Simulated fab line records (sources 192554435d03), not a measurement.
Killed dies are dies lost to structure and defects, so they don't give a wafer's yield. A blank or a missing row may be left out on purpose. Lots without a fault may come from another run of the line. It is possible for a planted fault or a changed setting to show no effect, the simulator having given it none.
fab line records | flow n5-finfet
record lots=9 wafers=27 last-day=18
route steps=1938 shown DUMMY_GATE@249 SPACER0@259 BEOL_M4@1111 PASSIVATION@1936
lots that met no fault: taken from a fault-free run of the same line
start-h: start of the lot's first displayed wafer, in hours after the record's first day | wait-h: time in hours since the lot's previous step | " as in the row above | L1.1+2: a row that stands for several wafers | - value missing, or start not given | * or withheld: withheld | < > ~ a bound
route shown NAME@n: NAME is a module with steps in the file, n the number in the route of the first one | usual: mean/standard deviation of fault-free wafers | same: alike in all rows | chamber/n: place in a boat | sites: readings site by site | _std_site: the standard deviation of these | _edge_site: inner sites' mean taken away from outer sites' mean | radius-mm: for every site, how far away it sits from the centre of the wafer | mask NAME#n: copy n | behind: the tool/chamber that last shaped the wafer | hold: the reason the lot was held/the length of the hold in hours/how it ended | device: transistor that didn't switch, given as n, p or np | end of line: tests run on the same wafers once the route is complete | where a step has no rows: the recipe by itself | killed: not the wafer's yield, but the dies lost to structure and defects at the first sort | map: per-die view of a wafer (x killed, . not killed, _ where there is no die)
set.NAME: the run value of the setting; set.NAME@STEP: its run value at that earlier step | model.NAME: the simulator's own value behind a step, which no gauge read
steps of the route over a sample of lots; a table a step, a row a wafer
services: from which hour (start-h, from the record's first day; less than 0 if before it) a tool's chamber was out of use, for how many hours, and why
## steps
# step N5_DUMMY_GATE_CD_MEAS_24
# recipe target-cd-nm=15
# usual cd-nm=15.0/0.61
# columns lot.wafer tool chamber start-h wait-h cd-nm
L851.1 cd-sem-02 - 56.76 0.1 14.9
L851.4 " - " " 13.3
L851.6 " - " " 14.8
L852.4 cd-sem-01 - 58.48 0.1 15.4
L852.5 " - " " 15.0
L852.6 " - " " 15.2
L853.3 cd-sem-02 - 65.09 0.1 14.1
L853.5 " - " " 14.1
L853.6 " - " " 14.8
L860.1 cd-sem-03 - 110.89 0.1 15.7
L860.2 " - " " 15.4
L860.5 " - " " 14.9
L864.2 cd-sem-03 - 131.41 0.1 14.6
L864.4 " - " " 14.7
L864.6 " - " " 15.1
L865.1 cd-sem-01 - 140.93 0.1 15.3
L865.3 " - " " 15.5
L865.6 " - " " 15.3
L866.2 cd-sem-01 - 142.82 0.1 15.2
L866.3 " - " " 14.3
L866.5 " - " " 14.7
L869.2 cd-sem-01 - 164.78 0.1 14.9
L869.5 " - " " 15.0
L869.6 " - " " 15.5
L872.3 cd-sem-01 - 179.84 0.1 14.0
L872.5 " - " " 14.7
L872.6 " - " " 14.1
# step N5_DUMMY_GATE_ETCH_42
# recipe chemistry=CHF3/O2 target=SiO2 target-depth-a=35 time-s=31 ion-energy-ev=30 bias-w=12 pressure-mtorr=30 source-w=600 Ar_flow_sccm=200 CHF3_flow_sccm=50 O2_flow_sccm=5
# usual bias-w=12.00/0.037 drypump-motor-current-A=5.8/0.57 oes_f_703_au=0.74/0.058 oes-product-au=0.74/0.058 rf-vpp-V=42.8/1 showerhead-plenum-p-Torr=2.45/0.063 throttle-valve-pct=18.89/0.26
# columns lot.wafer tool chamber start-h wait-h bias-w drypump-motor-current-A oes_f_703_au oes-product-au rf-hours-counter-h rf-vpp-V showerhead-plenum-p-Torr throttle-valve-pct
L851.1 rie-diel-02 0 56.81 0.0 11.99 5.2 0.72 0.73 192 41.9 2.49 18.75
L851.4 " 1 " " 12.03 6.3 0.86 0.88 28 43.0 2.46 18.36
L851.6 " 0 " " 12.01 5.2 0.72 0.73 - 43.2 2.49 18.76
L852.4 rie-diel-03 0 58.54 0.1 12.03 5.9 0.70 0.70 229 44.2 2.39 19.35
L852.5 " 3 " " 12.03 4.8 0.77 0.76 - 42.4 2.55 18.94
L852.6 " 2 " " 11.99 6.0 0.68 0.69 - 43.4 2.50 19.24
L853.3 rie-diel-02 3 65.13 0.0 12.01 6.3 0.72 0.70 193 43.1 2.49 18.73
L853.5 " 1 " " 12.06 6.3 0.86 0.88 - 42.0 2.46 18.37
L853.6 " 0 " " 11.95 5.2 0.72 0.73 - 42.8 2.49 18.76
L860.1 rie-diel-03 0 111.15 0.3 12.00 5.9 0.68 0.68 245 42.3 2.38 19.38
L860.2 " 1 " " 11.99 5.3 0.80 0.77 153 43.9 2.42 19.18
L860.5 " 0 " " 11.96 5.9 0.68 0.69 - 43.8 2.38 19.37
L864.2 rie-diel-03 2 131.45 0.0 12.04 6.0 0.67 0.68 249 42.3 2.49 19.27
L864.4 " 1 " " 12.03 5.3 0.78 0.76 - 44.6 2.42 19.18
L864.6 " 2 " " 12.00 6.0 0.67 0.68 - 41.0 2.49 19.27
L865.1 rie-diel-03 2 140.98 0.0 12.01 6.0 0.68 0.67 253 41.2 2.49 19.28
L865.3 " 3 " " 11.97 4.8 0.76 0.74 158 44.7 2.54 18.97
L865.6 " 2 " " 11.95 6.0 0.67 0.68 - 42.6 2.49 19.29
L866.2 rie-diel-05 2 142.87 0.0 11.96 6.6 0.75 0.77 144 43.0 2.40 18.71
L866.3 " 1 " " 11.96 5.3 0.67 0.70 235 42.8 2.48 18.95
L866.5 " 2 " " 12.02 6.6 0.75 0.76 - 43.3 2.40 18.70
L869.2 rie-diel-02 1 164.85 0.1 12.02 6.3 0.82 0.82 59 43.1 2.45 18.43
L869.5 " 2 " " 11.96 5.9 0.68 0.70 - 42.3 2.31 18.90
L869.6 " 1 " " 12.03 6.3 0.81 0.82 - 41.5 2.45 18.41
L872.3 rie-diel-03 3 179.88 0.0 12.02 4.8 0.74 0.73 174 45.0 2.54 19.01
L872.5 " 2 " " 12.00 5.9 0.97 1.00 - 43.0 2.49 18.83
L872.6 " 1 " " 12.01 5.4 0.78 0.76 - 44.0 2.41 19.23
# step N5_SPACER0_ALD_00
# recipe material=SiOCN target-thk-a=35 temp-c=400 ald-precursor-family=alkyl-aminosilane ald-co-reactant=O2/N2-plasma pulse-time-s=3 purge-time-s=2 co-reactant-purge-time-s=2 ald-cycles=58 pressure-torr=2
# usual ald-cycles=58/0 heater-power-w=860/80 precursor-pulse-height-rel=0.999/0.021
# same pulse-time-s=3
# columns lot.wafer tool chamber start-h wait-h ald-cycles heater-power-w precursor-pulse-height-rel
L851.1 ald-sin-03 0 57.80 0.1 58 913 1.013
L851.4 " 2 " " 58 859 1.017
L851.6 " 3 " " 58 743 0.979
L852.4 ald-sin-02 3 59.09 0.1 58 981 1.005
L852.5 " 1 " " 58 913 0.973
L852.6 " 0 " " 58 959 0.997
L853.3 ald-sin-03 1 65.55 0.1 58 839 0.998
L853.5 " 0 " " 58 929 0.976
L853.6 " 3 " " 58 739 1.047
L860.1 ald-sin-04 3 111.57 0.1 65 782 1.014
L860.2 " 0 " " 58 773 0.984
L860.5 " 3 " " 65 781 0.991
L864.2 ald-sin-03 0 131.88 0.1 58 911 0.984
L864.4 " 1 " " 58 831 0.990
L864.6 " 3 " " 58 774 0.978
L865.1 ald-sin-03 0 141.40 0.1 58 868 0.981
L865.3 " 1 " " 58 822 1.008
L865.6 " 2 " " 58 823 1.021
L866.2 ald-sin-02 3 143.29 0.1 58 1008 1.004
L866.3 " 0 " " 58 970 0.973
L866.5 " 3 " " 58 981 0.952
L869.2 ald-sin-02 0 165.32 0.1 58 980 1.006
L869.5 " 1 " " 58 893 0.973
L869.6 " 0 " " 58 961 1.007
L872.3 ald-sin-03 2 180.99 0.1 58 830 1.009
L872.5 " 0 " " 58 857 0.980
L872.6 " 1 " " 58 815 0.984
# step N5_SPACER0_INSPECT_04
# recipe inspect-instrument=darkfield mode=post-dep
# usual raw-defect-count=131/28
# columns lot.wafer tool chamber start-h wait-h raw-defect-count
L851.1 defect-inspect-01 - 58.21 0.1 175
L851.4 " - " " 171
L851.6 " - " " 159
L852.4 defect-inspect-01 - 59.38 0.0 135
L852.5 " - " " 186
L852.6 " - " " 132
L853.3 defect-inspect-01 - 65.97 0.1 116
L853.5 " - " " 136
L853.6 " - " " 97
L860.1 defect-inspect-02 - 111.99 0.1 113
L860.2 " - " " 103
L860.5 " - " " 137
L864.2 defect-inspect-02 - 132.29 0.1 133
L864.4 " - " " 135
L864.6 " - " " 125
L865.1 defect-inspect-02 - 141.82 0.1 134
L865.3 " - " " 95
L865.6 " - " " 101
L866.2 defect-inspect-01 - 143.71 0.1 101
L866.3 " - " " 96
L866.5 " - " " 122
L869.2 defect-inspect-02 - 165.74 0.1 92
L869.5 " - " " 131
L869.6 " - " " 145
L872.3 defect-inspect-01 - 181.40 0.1 176
L872.5 " - " " 197
L872.6 " - " " 118
# step N5_BEOL_M4_RC_MEAS_101
# usual DIBL_N=36.4/2.7 DIBL_P=36/3.2 IOFF_N=0.16/0.046 IOFF_P=0.21/0.055 ION_N=677/15 ION_P=464/11 REXT_P=99.9/2.2 SS_N=71.5/0.79 SS_P=73.3/0.93 VT_N=250/4.1 VT_P=-251/4.4
# columns lot.wafer tool chamber start-h wait-h DIBL_N[mV/V] DIBL_P[mV/V] IOFF_N[nA/um] IOFF_P[nA/um] ION_N[uA/um] ION_P[uA/um] REXT_P[ohm.um] SS_N[mV/dec] SS_P[mV/dec] VT_N[mV] VT_P[mV]
L851.1 prober-02 0 166.53 0.0 37.0 35 0.16 0.21 680 467 100.3 71.0 73.8 249 -249
L851.4 " 0 " " 43.5 44 0.32 0.42 733 500 97.3 72.7 76.2 242 -240
L851.6 " 0 " " 39.5 38 0.22 0.29 692 479 98.1 71.5 73.5 244 -245
L853.3 prober-01 0 189.09 0.3 38.3 40 0.22 0.36 695 487 101.6 72.9 73.0 242 -239
L853.5 " 0 " " 37.2 38 0.19 0.28 691 478 104.1 72.2 73.6 245 -242
L853.6 " 0 " " 35.4 36 0.16 0.26 682 481 102.6 72.0 73.0 248 -243
L852.4 prober-02 0 201.23 0.5 36.1 36 0.15 0.20 674 469 99.1 70.7 72.6 250 -248
L852.5 " 0 " " 37.3 37 0.18 0.23 681 471 98.1 71.8 74.1 247 -250
L852.6 " 0 " " 37.3 38 0.18 0.24 689 474 98.6 71.7 73.8 246 -248
L860.1 prober-02 0 238.22 0.0 34.5 35 0.13 0.18 661 456 104.9 70.7 73.9 250 -252
L860.2 " 0 " " 37.7 38 0.19 0.23 709 480 101.2 71.3 73.8 243 -249
L860.5 " 0 " " 34.6 34 0.12 0.16 655 446 106.4 71.1 72.8 255 -256
L864.2 prober-02 0 257.55 0.2 33.3 34 0.12 0.18 656 454 99.4 71.3 73.1 254 -254
L864.4 " 0 " " 38.7 39 0.24 0.25 684 456 100.7 72.1 75.0 244 -251
L864.6 " 0 " " 36.7 35 0.18 0.19 653 445 100.0 72.6 73.5 252 -254
L866.2 prober-01 0 266.03 0.2 36.6 38 0.16 0.19 692 463 99.9 71.7 73.7 248 -253
L866.3 " 0 " " 40.7 43 0.25 0.26 694 461 99.3 72.5 74.8 247 -250
L866.5 " 0 " " 37.0 40 0.16 0.21 668 454 100.7 70.8 73.7 254 -254
L865.1 prober-01 0 275.16 0.0 34.2 34 0.13 0.17 651 447 102.9 71.6 73.1 251 -252
L865.3 " 0 " " 35.1 34 0.13 0.17 663 452 102.2 70.4 72.6 252 -252
L865.6 " 0 " " 39.3 39 0.24 0.25 680 458 102.1 72.6 73.8 247 -247
L869.2 prober-02 0 293.20 0.2 36.9 38 0.17 0.24 689 475 97.3 71.3 74.3 247 -247
L869.5 " 0 " " 37.6 37 0.17 0.24 675 466 97.0 72.1 74.6 249 -248
L869.6 " 0 " " 37.0 36 0.17 0.22 676 454 99.3 71.6 74.0 248 -247
L872.3 prober-02 0 319.36 0.3 40.0 38 0.21 0.22 677 457 99.0 72.4 73.5 249 -253
L872.5 " 0 " " 36.7 34 0.14 0.16 659 448 98.5 71.2 72.5 253 -257
L872.6 " 0 " " 41.0 40 0.23 0.25 689 467 96.2 72.3 74.2 247 -252
# step N5_PASSIVATION_PROBE_49
# usual defect-limited-yield=91.1/1.4 killed_at_M0_to_M3=34/9.7 killed_at_M4_up=13/5.1 killed-at-contacts=14/6.3 killed-at-front-end=40/11 killed-at-other=3.5/2.7 killed-dies=105/16 killed-open=70/12 killed-short=34/7.8 sort_bin_4_leakage=0.02/0.13 sort_bin_5_function=5.2/0.88 sort_bin_6_memory=3.3/0.7 sort-n-pass=1074/17 sort-yield-pct=91.0/1.5
# same gross-dies=1180 killed-at-back-side=0 sort_bin_8_speed[%]=0
# columns lot.wafer tool chamber start-h wait-h defect-limited-yield[%] killed_at_M0_to_M3 killed_at_M4_up killed-at-contacts killed-at-front-end killed-at-other killed-dies killed-open killed-short sort_bin_4_leakage[%] sort_bin_5_function[%] sort_bin_6_memory[%] sort-n-pass sort-yield-pct[%]
L851.1 prober-01 - 280.91 0.0 91.1 50 9 6 39 1 105 73 32 0 5.6 2.7 1075 91.1
L851.4 prober-01 - 281.06 0.2 91.3 41 9 17 34 2 103 70 33 1.53 5.1 3.4 1059 89.7
L851.6 prober-01 - 281.16 0.3 87.8 48 16 18 60 2 144 98 46 0 6.6 5.3 1036 87.8
L853.3 prober-01 - 291.88 0.1 90.6 43 8 17 43 0 111 71 35 0 6.4 2.2 1069 90.6
L853.5 prober-01 - 291.98 0.2 91.7 29 8 18 42 1 98 65 32 0 4.9 3.2 1082 91.7
L853.6 prober-01 - 292.03 0.3 91.4 25 7 31 37 1 101 70 31 0 5.3 2.6 1079 91.4
L852.4 prober-02 - 298.22 0.2 90.1 58 10 18 29 2 117 87 30 0 5.3 4.4 1063 90.1
L852.5 prober-02 - 298.27 0.2 91.9 32 12 13 36 2 95 68 26 0 4.5 3.3 1085 91.9
L852.6 prober-02 - 298.32 0.3 93.0 30 7 10 33 3 83 48 33 0 4.7 2.2 1097 93.0
L860.1 prober-01 - 339.32 0.0 90.6 31 15 8 49 8 111 71 38 0 6.1 2.7 1069 90.6
L860.2 prober-01 - 339.37 0.1 91.4 24 22 21 24 10 101 61 40 0 5.5 2.8 1079 91.4
L860.5 prober-01 - 339.52 0.2 91.6 31 18 19 22 9 99 62 35 0 5.2 2.7 1081 91.6
L864.2 prober-02 - 368.75 0.1 92.2 29 9 13 41 0 92 66 25 0 5.2 2.5 1088 92.2
L864.4 prober-02 - 368.85 0.2 92.6 21 18 10 38 0 87 55 26 0 3.8 3.1 1093 92.6
L864.6 prober-02 - 368.95 0.3 90.5 52 8 13 32 7 112 77 32 0 5.3 4.2 1068 90.5
L865.1 prober-02 - 377.88 0.0 88.9 56 16 10 45 4 131 92 38 0 5.9 4.7 1049 88.9
L865.3 prober-02 - 377.98 0.1 92.9 37 8 5 34 0 84 59 25 0 4.2 2.8 1096 92.9
L865.6 prober-02 - 378.13 0.3 90.6 46 10 4 44 7 111 77 34 0 5.3 4.1 1069 90.6
# killed by level:class
L851.1 BEOL_M0_SAQP:geometric-particle:open=12 FIN_SAQP:geometric-particle:open=10 BEOL_M2:geometric-particle:open=9 BEOL_M3:geometric-particle:open=9 BEOL_M4:geometric-particle:open=8 GATE_CUT:geometric-particle:open=7 FIN_SAQP:geometric-particle:short=6 BEOL_M0_SAQP:geometric-particle:short=6
L851.4 MOL_CONTACT_COAG:geometric-particle:open=14 BEOL_M0_SAQP:geometric-particle:open=14 STI_FIN_REVEAL:geometric-particle:open=10 BEOL_M0_SAQP:geometric-particle:short=6 BEOL_M3:geometric-particle:open=6 STI_FIN_REVEAL:geometric-particle:short=4 BEOL_M2:geometric-particle:open=4 BEOL_M3:geometric-particle:short=4
L851.6 FIN_SAQP:geometric-particle:open=18 STI_FIN_REVEAL:geometric-particle:open=15 BEOL_M0_SAQP:geometric-particle:open=14 BEOL_M2:geometric-particle:open=12 MOL_CONTACT_COAG:geometric-particle:open=11 MOL_CONTACT_COAG:geometric-particle:short=7 FIN_SAQP:geometric-particle:short=6 STI_FIN_REVEAL:geometric-particle:short=6
L853.3 BEOL_M0_SAQP:geometric-particle:short=15 MOL_CONTACT_COAG:geometric-particle:open=14 BEOL_M0_SAQP:geometric-particle:open=13 DUMMY_GATE:geometric-particle:open=10 BEOL_M2:geometric-particle:open=7 FIN_SAQP:geometric-particle:open=5 FIN_SAQP:geometric-particle:short=5 GATE_CUT:geometric-particle:short=5
L853.5 MOL_CONTACT_COAG:geometric-particle:open=14 BEOL_M0_SAQP:geometric-particle:open=12 DUMMY_GATE:geometric-particle:open=9 FIN_SAQP:geometric-particle:open=7 BEOL_M0_SAQP:geometric-particle:short=6 DUMMY_GATE:geometric-particle:short=5 BEOL_M2:geometric-particle:open=5 STARTING-WAFER:geometric-particle:open=5
L853.6 MOL_CONTACT_COAG:geometric-particle:open=25 FIN_SAQP:geometric-particle:open=9 BEOL_M0_SAQP:geometric-particle:short=8 BEOL_M0_SAQP:geometric-particle:open=8 FIN_SAQP:geometric-particle:short=7 DUMMY_GATE:geometric-particle:open=6 MOL_CONTACT_COAG:geometric-particle:short=6 BEOL_M4:geometric-particle:open=6
L852.4 BEOL_M0_SAQP:geometric-particle:open=17 MOL_CONTACT_COAG:geometric-particle:open=16 BEOL_M2:geometric-particle:open=13 STI_FIN_REVEAL:geometric-particle:open=11 BEOL_M0_SAQP:geometric-particle:short=10 BEOL_M3:geometric-particle:open=10 FIN_SAQP:geometric-particle:short=6 DUMMY_GATE:geometric-particle:open=4
L852.5 MOL_CONTACT_COAG:geometric-particle:open=12 GATE_CUT:geometric-particle:short=8 BEOL_M0_SAQP:geometric-particle:open=7 BEOL_M3:geometric-particle:open=7 BEOL_M0_SAQP:geometric-particle:short=6 DUMMY_GATE:geometric-particle:open=6 STI_FIN_REVEAL:geometric-particle:open=5 BEOL_M2:geometric-particle:open=5
L852.6 FIN_SAQP:geometric-particle:short=11 BEOL_M0_SAQP:geometric-particle:short=11 MOL_CONTACT_COAG:geometric-particle:open=7 FIN_SAQP:geometric-particle:open=5 BEOL_M1:geometric-particle:open=5 BEOL_M0_SAQP:geometric-particle:open=5 BEOL_M0:geometric-particle:open=4 BEOL_M3:geometric-particle:open=4
L860.1 STI_FIN_REVEAL:geometric-particle:open=11 BEOL_M2:geometric-particle:open=10 DUMMY_GATE:geometric-particle:open=9 FIN_SAQP:geometric-particle:open=8 BEOL_M0_SAQP:geometric-particle:open=8 MOL_CONTACT_COAG:geometric-particle:open=7 STARTING-WAFER:geometric-particle:short=6 GATE_CUT:geometric-particle:short=6
L860.2 MOL_CONTACT_COAG:geometric-particle:open=16 BEOL_M0_SAQP:geometric-particle:short=9 BEOL_M4:geometric-particle:open=9 STARTING-WAFER:geometric-particle:short=5 MOL_CONTACT_COAG:geometric-particle:short=5 BEOL_M0_SAQP:geometric-particle:open=5 GATE_CUT:geometric-particle:short=4 PASS1_DEP:geometric-particle:short=4
L860.5 MOL_CONTACT_COAG:geometric-particle:open=16 BEOL_M4:geometric-particle:open=6 STI_FIN_REVEAL:geometric-particle:open=5 BEOL_M0_SAQP:geometric-particle:open=5 BEOL_M2:geometric-particle:short=5 BEOL_M3:geometric-particle:open=5 DUMMY_GATE:geometric-particle:open=4 BEOL_M1:geometric-particle:open=4
L864.2 FIN_SAQP:geometric-particle:open=15 FIN_SAQP:geometric-particle:short=11 MOL_CONTACT_COAG:geometric-particle:open=11 BEOL_M2:geometric-particle:open=8 BEOL_M3:geometric-particle:open=7 STI_FIN_REVEAL:geometric-particle:open=5 BEOL_M0_SAQP:geometric-particle:short=4 ILD0:geometric-particle:open=3
L864.4 FIN_SAQP:geometric-particle:open=10 BEOL_M2:geometric-particle:open=10 BEOL_M4:geometric-particle:open=8 MOL_CONTACT_COAG:geometric-particle:open=7 STI_FIN_REVEAL:geometric-particle:open=5 FIN_SAQP:geometric-particle:short=4 BEOL_M0_SAQP:geometric-particle:short=4 HKMG_FIN:area-etch=4
L864.6 MOL_CONTACT_COAG:geometric-particle:open=10 BEOL_M2:geometric-particle:open=10 BEOL_M0_SAQP:geometric-particle:open=9 BEOL_M3:geometric-particle:open=9 STI_FIN_REVEAL:geometric-particle:open=8 BEOL_M0_SAQP:geometric-particle:short=8 BEOL_M1:geometric-particle:open=7 FIN_SAQP:geometric-particle:open=6
L865.1 BEOL_M3:geometric-particle:open=22 STI_FIN_REVEAL:geometric-particle:open=16 BEOL_M0_SAQP:geometric-particle:short=11 MOL_CONTACT_COAG:geometric-particle:open=8 BEOL_M1:geometric-particle:open=8 BEOL_M0_SAQP:geometric-particle:open=7 BEOL_M4:geometric-particle:open=6 FIN_SAQP:geometric-particle:short=5
L865.3 BEOL_M0_SAQP:geometric-particle:open=11 BEOL_M3:geometric-particle:open=8 FIN_SAQP:geometric-particle:open=7 BEOL_M0_SAQP:geometric-particle:short=7 DUMMY_GATE:geometric-particle:open=5 STI_FIN_REVEAL:geometric-particle:open=5 FIN_SAQP:geometric-particle:short=4 MOL_CONTACT_COAG:geometric-particle:open=4
L865.6 FIN_SAQP:geometric-particle:open=17 BEOL_M0_SAQP:geometric-particle:short=13 BEOL_M3:geometric-particle:open=13 BEOL_M0_SAQP:geometric-particle:open=10 BEOL_M2:geometric-particle:open=5 PAD_METAL:geometric-particle:short=5 STARTING-WAFER:geometric-particle:open=5 FIN_SAQP:geometric-particle:short=4
## services
# columns tool chamber start-h hours kind
rie-diel-02 2 33.44 10.3 repair
ald-sin-04 - 56.55 1.3 repair
ald-sin-02 2 56.64 15.4 repair
ald-sin-03 0 59.46 1.5 repair
rie-diel-03 3 60.59 9.6 repair
rie-diel-02 0 83.16 3.2 repair
ald-sin-03 - 85.37 14.0 pm
ald-sin-03 0 85.37 14.0 vent-cycle
ald-sin-03 1 85.37 14.0 vent-cycle
ald-sin-03 2 85.37 14.0 vent-cycle
ald-sin-03 3 85.37 14.0 vent-cycle
ald-sin-03 0 99.37 - clean
ald-sin-03 1 99.37 - clean
ald-sin-03 2 99.37 - clean
ald-sin-03 3 99.37 - clean
rie-diel-05 3 120.53 12.2 repair
rie-diel-05 0 130.14 5.3 repair
rie-diel-03 0 130.43 - clean
rie-diel-03 0 130.43 - consumable-replace:focus-ring
rie-diel-03 0 130.43 18.5 scheduled-down
ald-sin-02 2 130.82 3.4 repair
rie-diel-02 - 145.77 0.3 repair
ald-sin-04 0 151.87 11.8 repair
ald-sin-02 - 177.38 14.0 pm
## key
first-sign step=N5_SPACER0_ALD_00 reading=ald-cycles direction=up sigmas=99+ usual=* struck=*
effect step=N5_BEOL_M4_RC_MEAS_101 reading=REXT_P direction=up sigmas=2.6 usual=99.9 struck=105.6
met-at N5_SPACER0_ALD_00
struck-lots L860
struck-wafers L860.1,L860.5
not-acting-at N5_DUMMY_GATE_CD_MEAS_24,N5_DUMMY_GATE_ETCH_42,N5_SPACER0_INSPECT_04
fault kind=process-parameter-drift tool=ald-sin-04 chamber=3 onset-h=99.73 steps=N5_SPACER0_ALD_00 channel=ald-cycles offset=* shape=step end-h=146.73 acts-in=* stated=*
